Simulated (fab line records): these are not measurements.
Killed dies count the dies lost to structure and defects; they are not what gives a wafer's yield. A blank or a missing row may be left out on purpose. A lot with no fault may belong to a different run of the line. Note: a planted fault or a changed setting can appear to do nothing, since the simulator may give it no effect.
The tool behind it: which one?    flow nandHarc    42 wafers from 14 lots sampled at 5 of the route's 1159 steps

## WHAT THE GAUGES SHOWED, per wafer
NHARC_A_ONON_D1_THK_MEAS_08: measures by ellipsometry.
lot   measured      on            thkNm (nm)
L675  day 8 11:04   filmMetro-01  1002 1001 1001
L678  day 8 10:52   filmMetro-01  1005 1004 1003
L676  day 8 10:43   filmMetro-02  999 998 998
L679  day 8 16:27   filmMetro-02  1010 1006 1008
L680  day 8 20:26   filmMetro-02  980 980 978
L681  day 9 02:07   filmMetro-02  1008 1007 1006
L685  day 10 01:25  filmMetro-02  980 981 1727
L687  day 10 18:46  filmMetro-02  996 1743 996
L691  day 11 18:57  filmMetro-02  998 998 1000
L692  day 12 04:28  filmMetro-02  1014 1014 1012
L695  day 12 12:35  filmMetro-02  1006 1005 1003
L696  day 13 05:13  filmMetro-01  1012 1013 1012
L697  day 13 05:11  filmMetro-02  1002 1004 1004
L698  day 13 11:00  filmMetro-01  995 995 994

NHARC_END_SORT_01.
lot   measured      on         killedAtArray  killedAtOther  killedAtPeriphery  killedDies  killedOpen  killedShort
L685  day 22 01:56  prober-01  26 26 675      1 2 1          0 0 1              27 28 677   3 2 2       1 2 3
L687  day 22 02:04  prober-02  42 677 37      0 0 0          4 0 2              46 677 39   3 0 2       5 3 2

## TOOL THAT RAN EACH LOT (tool first, then ch and the chambers of the sampled wafers, then the start)
lot   NHARC_P_BONDPAD_PRE_CLEAN_26            NHARC_A_ZERO_WELL_ETCH_13        NHARC_A_ONON_D1_DEP_06
L675  pvdSputter-01, day 7 11:17 or earlier   rieSi-05 ch 0,1,2, day 7 11:17   pecvdOnon-01 ch 0, day 8 10:37
L678  pvdSputter-01, day 7 11:46 or earlier   rieSi-01 ch 1,2, day 7 11:46     pecvdOnon-02 ch 0, day 8 10:21
L676  pvdSputter-03, day 7 12:30 or earlier   rieSi-02 ch 1,2,3, day 7 12:30   pecvdOnon-01 ch 0, day 8 10:19
L679  pvdSputter-02, day 7 17:13 or earlier   rieSi-05 ch 0,1,2, day 7 17:13   pecvdOnon-02 ch 0, day 8 15:56
L680  pvdSputter-03, day 7 21:07 or earlier   rieSi-01 ch 0,2,3, day 7 21:07   pecvdOnon-01 ch 0, day 8 19:55
L681  pvdSputter-02, day 8 02:36 or earlier   rieSi-05 ch 1,2, day 8 02:36     pecvdOnon-02 ch 0, day 9 01:37
L685  pvdSputter-03, day 9 03:36 or earlier   rieSi-05 ch 0,2,3, day 9 03:36   pecvdOnon-02 ch 0, day 10 00:54
L687  pvdSputter-02, day 9 21:32 or earlier   rieSi-05 ch 0,1, day 9 21:32     pecvdOnon-02 ch 0, day 10 18:16
L691  pvdSputter-02, day 10 16:04 or earlier  rieSi-02 ch 0,1,3, day 10 16:04  pecvdOnon-03 ch 0, day 11 18:37
L692  pvdSputter-01, day 11 02:20 or earlier  rieSi-01 ch 0,1,2, day 11 02:20  pecvdOnon-01 ch 0, day 12 03:57
L695  pvdSputter-02, day 11 10:37 or earlier  rieSi-01 ch 2,3, day 11 10:37    pecvdOnon-01 ch 0, day 12 12:15
L696  pvdSputter-01, day 12 04:16 or earlier  rieSi-05 ch 0,1,3, day 12 04:16  pecvdOnon-01 ch 0, day 13 04:43
L697  pvdSputter-01, day 12 05:02 or earlier  rieSi-01 ch 0,1,3, day 12 05:02  pecvdOnon-03 ch 0, day 13 04:48
L698  pvdSputter-03, day 12 11:50 or earlier  rieSi-05 ch 1,2,3, day 12 11:50  pecvdOnon-03 ch 0, day 13 10:29
- NHARC_P_BONDPAD_PRE_CLEAN_26: time 30 s.
- NHARC_A_ZERO_WELL_ETCH_13: etches the open film in HBr/Cl2, target depth 120 nm, time 40.1 s.
- NHARC_A_ONON_D1_DEP_06: target thk 1000 nm.

## WHAT THE TOOLS THEMSELVES READ (means of the sampled wafers that have a number; where no wafer has one, the mark that the record gives instead)
NHARC_P_BONDPAD_PRE_CLEAN_26.
lot   tool           heaterPowerW (W)
L675  pvdSputter-01  418
L678  pvdSputter-01  440
L676  pvdSputter-03  414
L679  pvdSputter-02  367
L680  pvdSputter-03  437
L681  pvdSputter-02  394
L685  pvdSputter-03  398
L687  pvdSputter-02  362
L691  pvdSputter-02  382
L692  pvdSputter-01  416
L695  pvdSputter-02  384
L696  pvdSputter-01  459
L697  pvdSputter-01  423
L698  pvdSputter-03  413

NHARC_A_ZERO_WELL_ETCH_13.
lot   tool      biasW (W)  drypumpMotorCurrentA (A)  oesProductAu (a.u.)  throttleValvePct (%)
L675  rieSi-05  99.99      5.4                       1.004                26.401
L678  rieSi-01  99.94      5.3                       0.992                26.408
L676  rieSi-02  99.92      5.6                       1.009                26.404
L679  rieSi-05  100.34     5.4                       0.999                26.408
L680  rieSi-01  99.77      5.3                       0.993                26.411
L681  rieSi-05  100.15     5.5                       1.004                26.420
L685  rieSi-05  100.13     5.4                       0.990                26.401
L687  rieSi-05  100.01     5.2                       0.998                26.409
L691  rieSi-02  99.95      5.8                       1.002                26.411
L692  rieSi-01  100.03     5.3                       1.000                26.404
L695  rieSi-01  100.09     5.3                       0.994                26.401
L696  rieSi-05  100.02     5.3                       1.005                26.409
L697  rieSi-01  100.05     5.1                       1.001                26.414
L698  rieSi-05  99.96      5.4                       1.004                26.403

## THE ANSWER, worked out from the rows above alone
Rule: usual is defined by the lots themselves. The widest of any qualifying gaps counts: lots, ordered by their means at a reading, are off when they make up no more than a third of the lots, leave a main group of 4 or more, and stand apart from it by 3 or more times the standard deviation of that group's means. If all means in a main group match to the digits the tables above print for the reading, that group is not used. Also off: a lot with no number at a reading for which 4 or more lots have one. Any other lot the step has rows for is counted as sound. Order of review: gauges by route order, followed by the tools' own readings, for which a lot's mean as printed above is used. The first step at which some lot is off is used, and at that step the reading that is off furthest; a lot without a number counts as furthest.
Off, at NHARC_A_ONON_D1_THK_MEAS_08 on thkNm: L685, L687. Mean 1002 nm and standard deviation 8.7 in the main group.
If a tool, at a process step before that reading, ran all the lots that are off and no sound lot after the first of them, it fits. Gauges at NHARC_A_ONON_D1_THK_MEAS_08: tried the same way as those tools. NHARC_P_BONDPAD_PRE_CLEAN_26 gives no start for some lots, so the hours and the order of its lots are those of NHARC_A_ZERO_WELL_ETCH_13. One fits: pecvdOnon-02 at NHARC_A_ONON_D1_DEP_06. Its last sound lot is L681 (day 9 01:37), its first lot that is off L685 (day 10 00:54): a fault that began between those two fits.

## WHAT HAD BEEN PUT IN BY THE SIMULATOR
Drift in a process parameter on pecvdOnon-02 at NHARC_A_ONON_D1_DEP_06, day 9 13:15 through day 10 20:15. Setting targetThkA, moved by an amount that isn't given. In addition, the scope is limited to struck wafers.
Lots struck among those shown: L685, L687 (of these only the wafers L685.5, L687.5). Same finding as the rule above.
